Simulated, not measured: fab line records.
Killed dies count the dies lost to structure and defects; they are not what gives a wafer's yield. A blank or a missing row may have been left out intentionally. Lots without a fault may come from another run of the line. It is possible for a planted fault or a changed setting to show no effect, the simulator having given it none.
Chamber matching    flow nand-harc    NHARC_A_ZERO_WELL_ETCH_19 on rie-diel-07 has 4 sister chambers
The step etches the open film in N2/H2, target depth 80 nm, overetch 24 nm, time 87.88 s. 4 wafers are shown with their chamber, then 6 later ones without.

WAFERS, EACH WITH ITS CHAMBER
wafer   chamber  drypump-motor-current-A (A)
L605.3  2        5.2
L605.5  1        6.0
L606.2  0        6.1
L606.3  3        5.0

WAFERS WITH NO CHAMBER GIVEN
wafer   drypump-motor-current-A (A)
L606.5  5.0
L611.2  5.1
L611.4  5.9
L611.6  5.9
L620.2  5.0
L620.6  5.2

WHICH CHAMBER EACH WENT THROUGH
wafer   from the rows above      in truth
L606.5  3                        3
L611.2  can't be placed: 3 or 2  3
L611.4  can't be placed: 1 or 0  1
L611.6  can't be placed: 1 or 0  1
L620.2  3                        3
L620.6  2                        2
Placed correctly: 3 of 6. Not placeable from these rows: 3 (in 3, the candidates include the true chamber). Number placed wrongly: 0.
How it was worked out, from the rows above alone: a wafer's distance from a chamber is the root of the sum, over the readings, of the square of ((its reading less the chamber's mean) divided by the reading's scatter). If the next closest chamber is less than 2 further off than the closest, the wafer can't be placed; otherwise it belongs to the closest. The mean given for a chamber averages the wafers shown for that chamber. The scatter: with one shown wafer a chamber, the root of the mean of the squares of how far each hidden wafer lies from its nearest shown one.
